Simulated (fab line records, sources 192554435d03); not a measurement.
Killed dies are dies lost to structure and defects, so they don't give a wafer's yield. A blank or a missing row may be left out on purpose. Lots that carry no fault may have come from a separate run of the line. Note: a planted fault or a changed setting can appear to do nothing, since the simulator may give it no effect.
Chamber matching | flow n5-finfet | N5_BEOL_M12_ETCH_59 on rie-diel-03: 4 sister chambers
The step etches BARC in N2/H2, target depth 89 nm, overetch 26.7 nm, time 67.9 s. 4 wafers are shown with their chamber, then 8 later ones without.

## WAFERS, EACH WITH ITS CHAMBER
wafer  | chamber | drypump-motor-current-A (A)
L084.4 | 1       | 5.78
L089.2 | 0       | 5.54
L089.4 | 3       | 5.62
L091.3 | 2       | 5.97

## WAFERS MISSING THEIR CHAMBER
wafer  | drypump-motor-current-A (A)
L091.4 | 5.79
L091.5 | 5.52
L096.1 | 5.79
L096.2 | 5.96
L096.5 | 5.79
L094.2 | 5.77
L094.3 | 5.96
L094.4 | 5.67

## EACH ONE'S CHAMBER
wafer  | from the rows above | in truth
L091.4 | 1                   | 1
L091.5 | 0                   | 0
L096.1 | 1                   | 1
L096.2 | 2                   | 2
L096.5 | 1                   | 1
L094.2 | 1                   | 1
L094.3 | 2                   | 2
L094.4 | 3                   | 3
Correct placement for 8 of the 8. From these rows, 0 cannot be placed. Number placed wrongly: 0.
How it was worked out, from the rows above alone: a wafer's distance from a chamber is the root of the sum, over the readings, of the square of ((its reading less the chamber's mean) divided by the reading's scatter). If the next closest chamber is less than 2 further off than the closest, the wafer can't be placed; otherwise it belongs to the closest. The mean given for a chamber averages the wafers shown for that chamber. The scatter: root of mean squared gap, hidden wafer to nearest shown wafer, with one shown wafer a chamber.
